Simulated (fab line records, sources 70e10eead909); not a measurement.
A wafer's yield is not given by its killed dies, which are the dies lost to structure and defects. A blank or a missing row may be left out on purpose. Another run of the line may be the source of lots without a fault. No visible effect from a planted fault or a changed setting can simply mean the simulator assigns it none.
Chamber matching / flow nand harc / NHARC_A_SLIT_DEP_23 on pecvd-02 has 3 sister chambers
The step deposits SiON, target thk 100 nm. 6 wafers are shown with their chamber, then 8 later ones without.

EACH WAFER AND ITS CHAMBER
wafer=L084.2; chamber=0; heater power w (W)=765; susceptor temp C (C)=400.07
wafer=L084.4; chamber=0; heater power w (W)=771; susceptor temp C (C)=400.26
wafer=L085.2; chamber=2; heater power w (W)=678; susceptor temp C (C)=399.80
wafer=L091.3; chamber=2; heater power w (W)=642; susceptor temp C (C)=400.02
wafer=L091.4; chamber=1; heater power w (W)=854; susceptor temp C (C)=400.27
wafer=L093.1; chamber=1; heater power w (W)=877; susceptor temp C (C)=400.47

WAFERS MISSING THEIR CHAMBER
wafer=L093.3; heater power w (W)=641; susceptor temp C (C)=399.67
wafer=L093.5; heater power w (W)=857; susceptor temp C (C)=400.07
wafer=L094.3; heater power w (W)=864; susceptor temp C (C)=400.23
wafer=L094.4; heater power w (W)=917; susceptor temp C (C)=400.00
wafer=L094.5; heater power w (W)=647; susceptor temp C (C)=399.97
wafer=L095.1; heater power w (W)=787; susceptor temp C (C)=400.05
wafer=L095.4; heater power w (W)=793; susceptor temp C (C)=399.96
wafer=L095.5; heater power w (W)=661; susceptor temp C (C)=399.57

EACH ONE'S CHAMBER
wafer=L093.3; from the rows above=2; in truth=2
wafer=L093.5; from the rows above=1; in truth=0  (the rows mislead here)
wafer=L094.3; from the rows above=1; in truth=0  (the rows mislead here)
wafer=L094.4; from the rows above=1; in truth=1
wafer=L094.5; from the rows above=2; in truth=2
wafer=L095.1; from the rows above=0; in truth=0
wafer=L095.4; from the rows above=0; in truth=0
wafer=L095.5; from the rows above=2; in truth=2
Placed correctly: 6 of 8. From these rows, 0 cannot be placed. Number placed wrongly: 2.
How it was worked out, from the rows above alone: a wafer's distance from a chamber is the root of the sum, over the readings, of the square of ((its reading less the chamber's mean) divided by the reading's scatter). The wafer belongs to the nearest chamber; if the next one is less than 2 further off, it can't be placed. The mean given for a chamber averages the wafers shown for that chamber. The scatter: the root of (the sum of the squares of (reading less its chamber's mean) over the shown wafers, divided by (wafers less chambers)).
